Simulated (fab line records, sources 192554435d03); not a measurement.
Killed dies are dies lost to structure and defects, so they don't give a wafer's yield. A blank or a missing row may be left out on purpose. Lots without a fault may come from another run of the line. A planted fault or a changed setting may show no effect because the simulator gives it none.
fab line records | flow n5_finfet
record lots=24 wafers=72 last_day=17
route steps=1938 shown DUMMY_GATE@257 SPACER0@259 SD_EPI_N@274 SD_EPI_P@304 ILD0@338 SDB@347
lots that met no fault: from a run of the same line without faults
start_h: hours from the record's first day to the start of the lot's first wafer shown | wait_h: hours since the lot's step before | " the same as in the row above | L1.1+2: a row that stands for several wafers | - no value, or no start given | * or withheld: withheld | < > ~ a bound
route shown NAME@n: a module of which the file shows steps, and the number in the route of the first | usual: mean/standard deviation of fault-free wafers | same: alike in all rows | chamber/n: place in a boat | sites: the reading at each site | _std_site: their standard deviation | _edge_site: outer sites' mean less inner sites' | radius_mm: how far each site lies from the wafer's centre | mask NAME#n: copy n | behind: the tool/chamber that last shaped the wafer | hold: why the lot was held/for how many hours/how that ended | device: the transistor (n, p or np) that didn't switch | end of line: the same wafers' tests at the end of the route | a step without rows: its recipe alone | killed: dies lost to structure and defects at the first sort, not the wafer's yield | map: a wafer's dies, x killed, . not, _ none there
set.NAME: the setting as run; set.NAME@STEP: as run at that earlier step | model.NAME: the simulator's own value behind a step, which no gauge read
steps of the route over a sample of lots; a table a step, a row a wafer
services: from which hour (start_h, from the record's first day; less than 0 if before it) a tool's chamber was out of use, for how many hours, and why
## steps
# step N5_DUMMY_GATE_INSPECT_27
# recipe inspect_instrument=brightfield mode=aei
# usual raw_defect_count=269/66
# columns lot.wafer tool chamber start_h wait_h raw_defect_count
L074.1 defect_inspect-02 - 48.74 0.0 300
L074.4 " - " " 287
L074.6 " - " " 291
L075.1 defect_inspect-01 - 57.14 0.0 247
L075.2 " - " " 249
L075.4 " - " " 276
L076.1 defect_inspect-02 - 60.19 0.0 260
L076.3 " - " " 268
L076.5 " - " " 255
L077.2 defect_inspect-02 - 65.11 0.0 209
L077.3 " - " " 226
L077.4 " - " " 305
L078.1 defect_inspect-01 - 71.40 0.0 242
L078.3 " - " " 290
L078.5 " - " " 322
L079.1 defect_inspect-02 - 76.72 0.0 159
L079.2 " - " " 250
L079.4 " - " " 265
L080.2 defect_inspect-01 - 83.90 0.0 368
L080.4 " - " " 223
L080.5 " - " " 221
L081.1 defect_inspect-02 - 91.33 0.0 211
L081.5 " - " " 163
L081.6 " - " " 216
L082.1 defect_inspect-02 - 96.96 0.0 265
L082.4 " - " " 353
L082.6 " - " " 373
L083.2 defect_inspect-02 - 103.86 0.0 171
L083.4 " - " " 264
L083.6 " - " " 256
L084.1 defect_inspect-01 - 111.75 0.0 199
L084.2 " - " " 203
L084.3 " - " " 213
L085.2 defect_inspect-01 - 114.43 0.0 280
L085.3 " - " " 358
L085.6 " - " " 433
L086.3 defect_inspect-02 - 120.25 0.0 201
L086.4 " - " " 255
L086.6 " - " " 221
L087.1 defect_inspect-02 - 128.22 0.0 337
L087.2 " - " " 341
L087.5 " - " " 327
L088.3 defect_inspect-02 - 133.19 0.0 198
L088.4 " - " " 186
L088.6 " - " " 226
L089.1 defect_inspect-01 - 139.19 0.0 191
L089.3 " - " " 309
L089.4 " - " " 331
L090.2 defect_inspect-02 - 143.03 0.0 225
L090.5 " - " " 344
L090.6 " - " " 222
L091.1 defect_inspect-01 - 154.33 0.0 295
L091.4 " - " " 276
L091.5 " - " " 195
L092.1 defect_inspect-01 - 156.03 0.0 267
L092.2 " - " " 209
L092.5 " - " " 245
L093.1 defect_inspect-02 - 162.15 0.0 271
L093.3 " - " " 323
L093.4 " - " " 273
L094.2 defect_inspect-02 - 172.49 0.0 292
L094.3 " - " " 288
L094.6 " - " " 234
L095.1 defect_inspect-01 - 173.07 0.0 368
L095.2 " - " " 358
L095.3 " - " " 441
L096.1 defect_inspect-01 - 180.28 0.0 327
L096.4 " - " " 231
L096.5 " - " " 350
L097.2 defect_inspect-02 - 183.98 0.0 253
L097.4 " - " " 285
L097.5 " - " " 144
# step N5_SPACER0_ALD_00
# recipe material=SiOCN target_thk_a=35 temp_c=400 ald_precursor_family=alkyl-aminosilane ald_co_reactant=O2/N2-plasma pulse_time_s=3 purge_time_s=2 co_reactant_purge_time_s=2 ald_cycles=58 pressure_torr=2
# usual heater_power_w=863/110 precursor_pulse_height_rel=1.000/0.022
# columns lot.wafer tool chamber start_h wait_h heater_power_w precursor_pulse_height_rel since_wet_clean_h
L074.1 ald_sin-03 2 48.93 0.1 1040 0.985 328
L074.4 " 0 " " 727 0.991 328
L074.6 " 3 " " 914 1.003 -
L075.1 ald_sin-02 0 57.33 0.1 820 1.003 155
L075.2 " 2 " " 794 0.988 155
L075.4 " 3 " " 901 1.049 155
L076.1 ald_sin-01 3 60.38 0.1 879 1.047 53
L076.3 " 0 " " 778 1.002 53
L076.5 " 0 " " 797 0.998 -
L077.2 ald_sin-01 0 65.36 0.1 796 1.022 58
L077.3 " 3 " " 880 0.996 58
L077.4 " 2 " " 963 0.981 58
L078.1 ald_sin-01 1 71.59 0.1 680 1.002 64
L078.3 " 2 " " 986 1.012 64
L078.5 " 2 " " 953 1.001 -
L079.1 ald_sin-03 2 76.91 0.1 1025 1.011 356
L079.2 " 3 " " 916 1.007 356
L079.4 " 1 " " 1120 0.984 356
L080.2 ald_sin-02 1 84.59 0.1 913 0.990 182
L080.4 " 1 " " 890 0.975 -
L080.5 " 3 " " 883 0.981 -
L081.1 ald_sin-01 3 91.52 0.1 872 0.980 84
L081.5 " 0 " " 784 1.017 -
L081.6 " 1 " " 699 1.001 -
L082.1 ald_sin-02 0 98.15 0.1 835 1.004 196
L082.4 " 2 " " 790 1.017 196
L082.6 " 1 " " 917 1.011 -
L083.2 ald_sin-03 3 104.05 0.1 898 0.969 5
L083.4 " 1 " " 1150 0.966 5
L083.6 " 1 " " 1163 0.965 -
L084.1 ald_sin-01 2 113.64 0.1 998 0.966 106
L084.2 " 1 " " 669 0.981 106
L084.3 " 0 " " 795 0.990 106
L085.2 ald_sin-02 0 114.62 0.1 853 0.973 212
L085.3 " 1 " " 901 0.991 212
L085.6 " 1 " " 911 0.996 -
L086.3 ald_sin-02 1 120.46 0.1 911 1.002 218
L086.4 " 3 " " 895 1.003 218
L086.6 " 1 " " 865 1.011 -
L087.1 ald_sin-01 2 128.41 0.1 968 0.999 121
L087.2 " 0 " " 789 0.983 121
L087.5 " 2 " " 948 1.021 -
L088.3 ald_sin-01 1 133.38 0.1 699 0.987 126
L088.4 " 3 " " 867 1.004 126
L088.6 " 2 " " 1013 1.002 -
L089.1 ald_sin-02 2 139.38 0.1 808 0.955 237
L089.3 " 0 " " 818 0.975 237
L089.4 " 1 " " 891 1.005 237
L090.2 ald_sin-02 0 143.22 0.1 812 0.977 241
L090.5 " 3 " " 889 0.994 -
L090.6 " 0 " " 834 1.001 -
L091.1 ald_sin-01 0 154.52 0.1 799 0.982 147
L091.4 " 3 " " 880 0.977 147
L091.5 " 3 " " 870 0.995 -
L092.1 ald_sin-01 3 156.22 0.1 888 0.994 149
L092.2 " 0 " " 774 1.025 149
L092.5 " 0 " " 788 0.970 -
L093.1 ald_sin-02 3 162.34 0.1 882 0.975 260
L093.3 " 0 " " 817 1.031 260
L093.4 " 1 " " 912 0.985 260
L094.2 ald_sin-01 2 172.68 0.1 986 0.964 165
L094.3 " 0 " " 792 1.009 165
L094.6 " 1 " " 692 1.016 -
L095.1 ald_sin-01 0 173.37 0.1 798 0.987 166
L095.2 " 3 " " 848 1.009 166
L095.3 " 1 " " 688 1.028 166
L096.1 ald_sin-03 2 180.50 0.1 954 1.024 81
L096.4 " 1 " " 1146 1.058 81
L096.5 " 1 " " 1179 0.998 -
L097.2 ald_sin-02 3 184.17 0.1 909 0.988 282
L097.4 " 2 " " 813 0.990 282
L097.5 " 1 " " 899 0.993 -
# step N5_SD_EPI_N_ETCH_34
# recipe chemistry=CF4 target=SiARC target_depth_a=455 mask_material=CAR-ArF-block time_s=75.8 ion_energy_ev=80 pressure_mtorr=40 source_w=545 bias_w=36 Ar_flow_sccm=100 cf4_flow_sccm=100 ends=cleared
# usual drypump_motor_current_A=5.7/0.44 etch_rf_on_time_s=74.4/1.9 oes_product_au=0.70/0.087 rf_vpp_V=184.1/1.1 showerhead_plenum_p_Torr=2.16/0.078 throttle_valve_pct=15.62/0.24
# columns lot.wafer tool chamber start_h wait_h drypump_motor_current_A etch_rf_on_time_s oes_product_au rf_hours_counter_h rf_vpp_V showerhead_plenum_p_Torr throttle_valve_pct
L074.1 rie_diel-06 3 49.91 0.0 5.6 71.7 0.76 41 184.6 2.09 15.53
L074.4 " 0 " " 5.7 72.4 0.82 9 185.2 2.28 15.28
L074.6 " 0 " " 5.7 72.0 0.82 - 184.4 2.28 15.29
L075.1 rie_diel-01 0 58.54 0.0 4.7 77.8 0.65 153 183.9 2.13 15.47
L075.2 " 2 " " 6.1 75.6 0.61 214 184.1 2.21 15.83
L075.4 " 1 " " 5.0 76.2 0.65 128 183.4 2.06 15.89
L076.1 rie_diel-06 0 61.19 0.0 5.7 72.3 0.81 13 187.0 2.28 15.30
L076.3 " 3 " " 5.6 71.5 0.75 46 184.6 2.08 15.56
L076.5 " 3 " " 5.6 71.5 0.76 - 183.7 2.08 15.54
L077.2 rie_diel-02 1 66.29 0.0 6.4 74.7 0.71 111 183.8 2.09 15.42
L077.3 " 2 " " 5.8 74.7 0.59 241 185.1 2.21 15.89
L077.4 " 3 " " 6.1 76.3 0.60 - 184.4 2.12 15.90
L078.1 rie_diel-06 0 72.66 0.0 5.7 71.9 0.80 17 185.4 2.28 15.32
L078.3 " 2 " " 5.5 73.3 0.64 170 185.2 2.21 15.93
L078.5 " 0 " " 5.7 72.9 0.80 - 185.3 2.28 15.30
L079.1 rie_diel-01 3 79.03 0.0 5.4 75.7 0.84 1 183.8 2.11 15.32
L079.2 " 1 " " 5.0 75.6 0.65 139 183.1 2.06 15.92
L079.4 " 0 " " 4.7 78.2 0.64 163 183.2 2.13 15.47
L080.2 rie_diel-02 2 85.53 0.0 5.7 74.8 0.59 245 185.5 2.21 15.90
L080.4 " 1 " " 6.3 74.9 0.69 114 184.5 2.09 15.42
L080.5 " 2 " " 5.8 75.1 0.58 - 184.3 2.20 15.87
L081.1 rie_diel-02 1 92.33 0.0 6.4 75.4 0.69 118 183.7 2.09 15.46
L081.5 " 0 " " 5.5 73.9 0.84 - 187.1 2.29 15.43
L081.6 " 3 " " 6.1 76.6 0.59 - 184.1 2.12 15.93
L082.1 rie_diel-06 3 99.10 0.0 5.6 71.8 0.74 60 184.2 2.08 15.59
L082.4 " 0 " " 5.7 71.5 0.78 28 186.5 2.27 15.33
L082.6 " 0 " " 5.7 71.8 0.78 - 185.3 2.27 15.32
L083.2 rie_diel-06 0 104.86 0.0 5.7 72.1 0.78 30 186.1 2.27 15.31
L083.4 " 2 " " 5.5 73.9 0.63 181 184.8 2.21 15.95
L083.6 " 3 " " 5.5 72.4 0.73 - 183.9 2.08 15.57
L084.1 rie_diel-06 3 114.59 0.0 5.6 71.1 0.73 66 183.1 2.08 15.58
L084.2 " 0 " " 5.7 72.5 0.77 33 186.1 2.27 15.34
L084.3 " 2 " " 5.6 74.1 0.63 186 185.0 2.20 15.93
L085.2 rie_diel-02 3 115.57 0.0 6.1 76.6 0.59 238 183.1 2.11 15.94
L085.3 " 1 " " 6.3 76.0 0.68 127 184.9 2.08 15.47
L085.6 " 1 " " 6.3 76.1 0.68 - 183.2 2.08 15.46
L086.3 rie_diel-02 0 121.40 0.0 5.5 74.3 0.80 15 185.7 2.29 15.44
L086.4 " 0 " " 5.5 74.2 0.80 - 185.0 2.29 15.44
L086.6 " 1 " " 6.3 76.2 0.68 - 182.0 2.08 15.46
L087.1 rie_diel-01 0 129.42 0.0 4.7 76.8 0.62 184 185.3 2.12 15.52
L087.2 " 1 " " 5.0 75.6 0.63 159 182.9 2.05 15.95
L087.5 " 2 " " 6.2 75.4 0.59 - 183.3 2.20 15.88
L088.3 rie_diel-06 0 134.32 0.0 5.7 71.9 0.76 42 185.9 2.27 15.35
L088.4 " 1 " " 6.2 71.1 0.87 1 184.2 2.11 15.29
L088.6 " 3 " " 5.6 71.6 0.72 - 182.6 2.07 15.60
L089.1 rie_diel-01 2 140.32 0.0 6.2 75.6 0.59 246 185.0 2.20 15.91
L089.3 " 1 " " 5.0 75.4 0.64 162 182.8 2.05 15.96
L089.4 " 0 " " 4.7 76.3 0.63 187 183.3 2.12 15.53
L090.2 rie_diel-02 3 144.33 0.0 6.1 75.2 0.58 249 183.5 2.11 15.97
L090.5 " 1 " " 6.3 75.1 0.67 - 183.7 2.08 15.47
L090.6 " 2 " " 5.8 73.8 0.80 - 186.0 2.20 15.44
L091.1 rie_diel-02 1 155.46 0.0 6.3 76.6 0.67 142 182.6 2.08 15.48
L091.4 " 0 " " 5.5 74.6 0.78 - 184.2 2.28 15.46
L091.5 " 2 " " 5.8 75.2 0.78 - 185.0 2.20 15.45
L092.1 rie_diel-06 1 157.03 0.0 6.3 72.2 0.84 10 183.2 2.10 15.33
L092.2 " 2 " " 5.5 74.0 0.62 203 184.3 2.20 15.98
L092.5 " 0 " " 5.7 72.0 0.75 - 184.6 2.26 15.39
L093.1 rie_diel-01 1 163.28 0.0 5.0 76.7 0.63 171 181.4 2.05 15.97
L093.3 " 2 " " 6.2 76.9 0.86 0 184.0 2.20 15.42
L093.4 " 2 " " 6.2 76.1 0.86 - 184.7 2.20 15.40
L094.2 rie_diel-06 1 173.62 0.0 6.2 71.8 0.81 16 183.7 2.10 15.33
L094.3 " 0 " " 5.7 72.1 0.75 57 185.3 2.26 15.39
L094.6 " 3 " " 5.6 71.3 0.70 - 182.6 2.07 15.64
L095.1 rie_diel-02 1 174.22 0.0 6.3 76.2 0.67 147 181.5 2.08 15.50
L095.2 " 0 " " 5.5 73.7 0.77 36 185.5 2.28 15.47
L095.3 " 3 " " 6.1 74.7 0.85 2 183.2 2.11 15.49
L096.1 rie_diel-01 3 181.31 0.0 5.4 76.3 0.76 34 184.1 2.10 15.40
L096.4 " 2 " " 6.2 76.2 0.81 7 182.2 2.20 15.43
L096.5 " 3 " " 5.4 76.1 0.76 - 184.1 2.10 15.37
L097.2 rie_diel-06 0 185.11 0.0 5.7 72.1 0.74 62 184.3 2.26 15.39
L097.4 " 2 " " 5.5 74.3 0.61 213 186.3 2.20 16.02
L097.5 " 2 " " 5.6 73.6 0.61 - 184.9 2.20 16.00
# step N5_SD_EPI_P_OVL_MEAS_10
# recipe points_per_wafer=44
# usual SD_P_BLK_OVL=0.3/0.69
# same points_per_wafer=44
# columns lot.wafer tool chamber start_h wait_h SD_P_BLK_OVL[nm]
L074.1 overlay-01 0 54.61 0.0 0.6
L074.4 " 0 " " 0.3
L074.6 " 0 " " 1.4
L075.1 overlay-01 0 65.23 0.0 1.1
L075.2 " 0 " " 0.4
L075.4 " 0 " " 0.4
L076.1 overlay-02 0 65.59 0.0 -0.3
L076.3 " 0 " " -0.8
L076.5 " 0 " " -0.1
L077.2 overlay-01 0 70.51 0.0 0.5
L077.3 " 0 " " -0.2
L077.4 " 0 " " 0.2
L078.1 overlay-02 0 77.74 0.0 -0.2
L078.3 " 0 " " -0.2
L078.5 " 0 " " -0.5
L079.1 overlay-02 0 86.02 0.0 1.0
L079.2 " 0 " " 1.1
L079.4 " 0 " " 0.0
L080.2 overlay-01 0 91.42 0.0 1.1
L080.4 " 0 " " 1.8
L080.5 " 0 " " 1.2
L081.1 overlay-01 0 97.21 0.0 0.6
L081.5 " 0 " " -0.4
L081.6 " 0 " " 0.6
L082.1 overlay-01 0 103.44 0.0 0.0
L082.4 " 0 " " 0.0
L082.6 " 0 " " -0.2
L083.2 overlay-02 0 110.02 0.0 -0.7
L083.4 " 0 " " -0.5
L083.6 " 0 " " -0.7
L084.1 overlay-02 0 120.47 0.1 -0.4
L084.2 " 0 " " 0.8
L084.3 " 0 " " -0.6
L085.2 overlay-01 0 120.77 0.0 -0.4
L085.3 " 0 " " 0.7
L085.6 " 0 " " 0.6
L086.3 overlay-01 0 125.77 0.0 0.4
L086.4 " 0 " " 0.7
L086.6 " 0 " " 0.7
L087.1 overlay-01 0 133.68 0.0 0.9
L087.2 " 0 " " 0.6
L087.5 " 0 " " 1.7
L088.3 overlay-01 0 138.53 0.0 0.4
L088.4 " 0 " " 0.9
L088.6 " 0 " " 0.7
L089.1 overlay-02 0 144.97 0.0 0.4
L089.3 " 0 " " -0.1
L089.4 " 0 " " -0.7
L090.2 overlay-01 0 149.79 0.0 0.8
L090.5 " 0 " " -0.3
L090.6 " 0 " " 0.9
L091.1 overlay-02 0 159.67 0.0 0.5
L091.4 " 0 " " -0.3
L091.5 " 0 " " 0.6
L092.1 overlay-01 0 161.29 0.0 -0.8
L092.2 " 0 " " -1.2
L092.5 " 0 " " 0.0
L093.1 overlay-02 0 168.23 0.0 1.2
L093.3 " 0 " " 0.8
L093.4 " 0 " " -0.7
L094.2 overlay-02 0 178.08 0.0 1.1
L094.3 " 0 " " -0.5
L094.6 " 0 " " 0.4
L095.1 overlay-01 0 179.32 0.0 1.2
L095.2 " 0 " " 0.8
L095.3 " 0 " " 0.5
L096.1 overlay-01 0 185.89 0.0 0.8
L096.4 " 0 " " 0.1
L096.5 " 0 " " 0.4
L097.2 overlay-01 0 190.39 0.0 -0.8
L097.4 " 0 " " -1.3
L097.5 " 0 " " -1.0
# step N5_ILD0_CMP_03
# recipe stop_on=SiNx t_overpolish_s=1.9 post_cmp_clean=alkaline_brush down_force_psi=4.1491 platen_rpm=51.796 pad_velocity_m_s=1.0306 target_thk_nm=197.38
# usual motor_current_A=12.9/1.3 overpolish_run_s=1.901/0.0098 pad_life_wafers=1126/590 time_to_endpoint_s=72/4.6
# columns lot.wafer tool chamber start_h wait_h motor_current_A overpolish_run_s pad_life_wafers time_to_endpoint_s
L074.4 cmp-03 0 61.61 0.0 13.9 1.916 540 70
L074.1 " 1 " " 12.5 1.899 541 67
L074.6 " 1 " " 12.3 1.903 - 66
L075.4 cmp-02 0 72.27 0.0 14.2 1.900 1650 71
L075.2 " 1 " " 13.1 1.919 1651 75
L075.1 " 3 " " 11.6 1.896 1653 77
L076.1 cmp-04 2 72.86 0.3 12.2 1.902 1100 65
L076.3 " 3 " " 11.3 1.902 1101 69
L076.5 " 1 " " 11.8 1.898 - 72
L077.4 cmp-02 2 77.46 0.0 15.0 1.898 1704 79
L077.3 " 0 " " 13.6 1.910 1706 72
L077.2 " 1 " " 13.9 1.900 1707 74
L078.1 cmp-03 3 85.15 0.1 12.9 1.883 757 70
L078.3 " 0 " " 13.7 1.896 758 75
L078.5 " 3 " " 13.2 1.915 - 71
L079.2 cmp-02 0 93.05 0.1 14.3 1.900 1843 74
L079.4 " 1 " " 13.3 1.902 1844 79
L079.1 " 2 " " 15.5 1.901 1845 83
L080.2 cmp-03 2 99.84 0.1 14.6 1.890 883 77
L080.4 " 0 " " 13.6 1.892 885 76
L080.5 " 1 " " 12.3 1.917 - 71
L081.1 cmp-02 3 104.56 0.0 11.4 1.884 1938 79
L081.6 " 3 " " 11.0 1.897 - 77
L081.5 " 0 " " 12.9 1.890 - 73
L082.4 cmp-03 2 110.43 0.1 14.0 1.901 961 74
L082.1 " 0 " " 14.0 1.898 963 78
L082.6 " 2 " " 13.8 1.892 - 74
L083.4 cmp-04 0 117.03 0.1 11.4 1.914 1405 68
L083.2 " 1 " " 12.0 1.910 1406 71
L083.6 " 3 " " 11.1 1.897 - 67
L084.2 cmp-04 2 127.89 0.2 13.3 1.906 1500 64
L084.1 " 3 " " 11.2 1.913 1501 68
L084.3 " 1 " " 12.0 1.913 1503 70
L085.3 cmp-02 0 128.64 0.0 13.9 1.899 18 64
L085.2 " 1 " " 14.0 1.897 19 73
L085.6 " 1 " " 13.3 1.900 - 69
L086.3 cmp-02 0 133.54 0.1 12.8 1.908 67 67
L086.4 " 2 " " 15.4 1.887 69 74
L086.6 " 3 " " 11.0 1.914 - 67
L087.1 cmp-03 0 140.85 0.0 14.1 1.891 1176 77
L087.2 " 1 " " 12.6 1.915 1177 70
L087.5 " 1 " " 12.5 1.909 - 72
L088.4 cmp-04 3 145.64 0.1 11.5 1.892 1657 66
L088.3 " 0 " " 11.8 1.907 1658 67
L088.6 " 2 " " 12.5 1.890 - 64
L089.4 cmp-03 0 152.83 0.0 12.7 1.885 1272 74
L089.3 " 1 " " 12.2 1.883 1273 70
L089.1 " 3 " " 12.3 1.913 1275 72
L090.2 cmp-02 3 156.87 0.0 11.1 1.905 252 68
L090.5 " 3 " " 11.0 1.907 - 67
L090.6 " 0 " " 13.3 1.899 - 66
L091.4 cmp-04 3 166.76 0.2 11.3 1.893 1812 72
L091.1 " 1 " " 12.4 1.911 1814 71
L091.5 " 3 " " 11.0 1.900 - 71
L092.2 cmp-03 2 168.31 0.0 13.6 1.897 1386 73
L092.1 " 3 " " 13.1 1.911 1387 73
L092.5 " 2 " " 14.3 1.894 - 74
L093.3 cmp-03 3 177.17 0.1 13.2 1.894 1464 71
L093.4 " 0 " " 13.8 1.899 1465 81
L093.1 " 2 " " 14.1 1.906 1467 75
L094.3 cmp-02 1 185.91 0.0 12.7 1.924 486 72
L094.2 " 3 " " 12.5 1.894 488 69
L094.6 " 1 " " 13.5 1.884 - 72
L095.2 cmp-04 1 186.45 0.2 11.9 1.909 1987 72
L095.1 " 2 " " 12.7 1.907 1988 64
L095.3 " 3 " " 11.3 1.896 1989 70
L096.4 cmp-02 2 193.22 0.1 15.8 1.910 541 76
L096.1 " 0 " " 14.1 1.895 543 67
L096.5 " 2 " " 15.7 1.910 - 73
L097.2 cmp-02 1 197.43 0.0 13.6 1.918 594 70
L097.4 " 2 " " 15.7 1.888 595 75
L097.5 " 1 " " 13.3 1.913 - 72
# step N5_SDB_HM_DEP_00
# recipe material=SiNx target_thk_a=400 temp_c=400 precursor=SiH4/NH3/N2 pressure_torr=1.5 rf_w=300 time_s=35.3
# usual heater_power_w=785/77 showerhead_plenum_p_Torr=5.15/0.058 throttle_valve_pct=40.6/2.4
# columns lot.wafer tool chamber start_h wait_h heater_power_w showerhead_plenum_p_Torr since_wet_clean_h throttle_valve_pct
L074.1 pecvd-01 1 65.70 0.0 823 5.10 1495 44.0
L074.4 " 2 " " 755 5.10 - 35.5
L074.6 " 0 " " 763 5.12 - 39.7
L075.1 pecvd-03 0 76.17 0.0 794 5.28 1143 43.1
L075.2 " 1 " " 854 5.17 1868 42.4
L075.4 " 0 " " 795 5.28 - 42.7
L076.1 pecvd-02 1 76.68 0.0 818 5.17 1687 41.6
L076.3 " 0 " " 782 5.12 962 41.6
L076.5 " 1 " " 829 5.17 - 41.6
L077.2 pecvd-03 2 81.35 0.0 743 5.17 394 37.7
L077.3 " 0 " " 920 5.28 1148 42.8
L077.4 " 0 " " 867 5.29 - 42.6
L078.1 pecvd-01 1 89.41 0.0 837 5.10 1518 43.6
L078.3 " 0 " " 730 5.12 793 39.5
L078.5 " 0 " " 745 5.11 - 39.5
L079.1 pecvd-03 0 96.91 0.0 839 5.28 1163 42.8
L079.2 " 1 " " 798 5.17 1888 42.6
L079.4 " 1 " " 796 5.16 - 42.5
L080.2 pecvd-03 2 103.69 0.0 771 5.16 416 38.1
L080.4 " 0 " " 856 5.28 - 42.7
L080.5 " 2 " " 786 5.17 - 37.9
L081.1 pecvd-02 2 108.73 0.0 661 5.10 240 38.6
L081.5 " 0 " " 843 5.12 - 41.7
L081.6 " 2 " " 648 5.09 - 38.5
L082.1 pecvd-03 1 114.43 0.0 702 5.17 1906 42.6
L082.4 " 0 " " 778 5.28 - 42.5
L082.6 " 1 " " 706 5.16 - 42.5
L083.2 pecvd-03 2 120.89 0.0 741 5.17 433 38.2
L083.4 " 0 " " 898 5.28 - 42.7
L083.6 " 2 " " 721 5.16 - 38.1
L084.1 pecvd-02 0 132.25 0.0 842 5.13 1017 41.4
L084.2 " 1 " " 843 5.16 1742 41.2
L084.3 " 2 " " 709 5.11 263 38.3
L085.2 pecvd-02 1 132.71 0.0 920 5.16 1743 41.3
L085.3 " 0 " " 752 5.12 1018 41.4
L085.6 " 0 " " 773 5.13 - 41.4
L086.3 pecvd-03 2 137.40 0.0 806 5.16 450 38.3
L086.4 " 0 " " 892 5.28 - 42.6
L086.6 " 2 " " 653 5.17 - 38.4
L087.1 pecvd-01 2 144.78 0.0 806 5.09 95 36.1
L087.2 " 1 " " 797 5.10 1574 43.6
L087.5 " 0 " " 755 5.12 - 40.0
L088.3 pecvd-02 0 149.50 0.0 867 5.13 1035 41.5
L088.4 " 2 " " 601 5.12 - 38.4
L088.6 " 1 " " 886 5.17 - 41.8
L089.1 pecvd-01 0 156.73 0.0 708 5.13 861 39.7
L089.3 " 2 " " 686 5.09 107 35.9
L089.4 " 0 " " 722 5.13 - 39.7
L090.2 pecvd-01 2 160.77 0.0 724 5.09 111 35.7
L090.5 " 1 " " 722 5.09 - 43.7
L090.6 " 0 " " 759 5.10 - 40.0
L091.1 pecvd-02 0 170.83 0.0 846 5.11 1056 41.6
L091.4 " 2 " " 663 5.10 - 38.5
L091.5 " 1 " " 916 5.17 - 41.2
L092.1 pecvd-03 2 172.21 0.0 790 5.17 485 38.7
L092.2 " 1 " " 828 5.17 1964 42.5
L092.5 " 2 " " 787 5.17 - 38.6
L093.1 pecvd-03 0 181.06 0.0 759 5.28 1247 42.8
L093.3 " 2 " " 755 5.17 493 38.7
L093.4 " 2 " " 791 5.18 - 38.4
L094.2 pecvd-03 0 190.10 0.0 863 5.28 1256 42.9
L094.3 " 2 " " 754 5.18 502 38.3
L094.6 " 2 " " 755 5.16 - 38.7
L095.1 pecvd-01 2 190.54 0.0 717 5.08 140 35.8
L095.2 " 0 " " 755 5.12 894 39.8
L095.3 " 1 " " 828 5.12 1619 43.7
L096.1 pecvd-02 1 197.08 0.0 919 5.17 1807 41.5
L096.4 " 2 " " 607 5.11 - 38.7
L096.5 " 0 " " 841 5.11 - 41.8
L097.2 pecvd-02 1 201.32 0.0 851 5.17 1811 41.3
L097.4 " 2 " " 635 5.11 - 38.7
L097.5 " 0 " " 822 5.14 - 41.6
## services
# columns tool chamber start_h hours kind
rie_diel-06 1 34.50 8.1 repair
rie_diel-01 1 38.11 1.3 repair
cmp-02 - 38.78 0.4 repair
rie_diel-06 1 44.87 4.8 repair
cmp-03 - 53.04 2.5 repair
cmp-02 - 56.46 4.9 pm
cmp-04 - 57.14 1.3 repair
cmp-04 - 58.80 6.5 pm
ald_sin-02 - 59.93 6.0 pm
rie_diel-01 3 59.97 1.7 repair
cmp-02 - 61.37 7.6 pm
cmp-03 - 69.28 5.2 pm
rie_diel-02 - 72.54 11.6 repair
cmp-04 - 79.04 5.5 pm
ald_sin-02 2 80.05 5.9 repair
rie_diel-02 2 96.77 1.5 repair
cmp-04 - 111.90 1.4 repair
cmp-02 - 123.18 4.0 pm
cmp-03 - 127.15 1.9 repair
rie_diel-01 3 130.35 4.5 repair
pecvd-02 - 136.68 2.8 pm
rie_diel-02 1 158.46 5.5 repair
ald_sin-02 1 187.06 8.4 repair
pecvd-03 - 196.97 0.5 repair
## key
fault none
